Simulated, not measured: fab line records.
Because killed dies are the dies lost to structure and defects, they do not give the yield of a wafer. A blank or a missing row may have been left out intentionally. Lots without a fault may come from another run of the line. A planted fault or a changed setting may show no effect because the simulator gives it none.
Chamber matching	flow nand-harc	NHARC_A_CHANNEL_HOLE_D1_ETCH_44 on rie-diel-03: 4 sister chambers
The step etches the open film in CF4/O2, target depth 140 nm, overetch 14 nm, time 77 s. 4 wafers are shown with their chamber, then 9 later ones without.

== WAFERS, EACH WITH ITS CHAMBER ==
wafer	chamber	showerhead-plenum-p-Torr (Torr)
L084.2	1	1.314
L088.1	0	1.361
L088.3	3	1.342
L088.6	2	1.343

== WAFERS WITH NO CHAMBER GIVEN ==
wafer	showerhead-plenum-p-Torr (Torr)
L090.1	1.342
L090.2	1.361
L090.3	1.313
L092.1	1.342
L092.2	1.343
L092.6	1.342
L096.1	1.342
L096.3	1.360
L096.4	1.342

== THE CHAMBER EACH PASSED THROUGH ==
wafer	from the rows above	in truth
L090.1	3	3
L090.2	0	0
L090.3	1	1
L092.1	3	3
L092.2	2	2
L092.6	3	3
L096.1	3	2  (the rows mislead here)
L096.3	0	0
L096.4	3	3
Placed correctly: 8 of 9. Number that these rows cannot place: 0. Wrongly placed: 1.
How it was worked out, from the rows above alone: a wafer's distance from a chamber is the root of the sum, over the readings, of the square of ((its reading less the chamber's mean) divided by the reading's scatter). The wafer belongs to the nearest chamber; if the next one is less than 2 further off, it can't be placed. For every chamber, the mean is computed from those of its wafers that are shown. The scatter (one wafer shown for each chamber): square how far every hidden wafer sits from the nearest shown wafer, average those squares and take the square root.
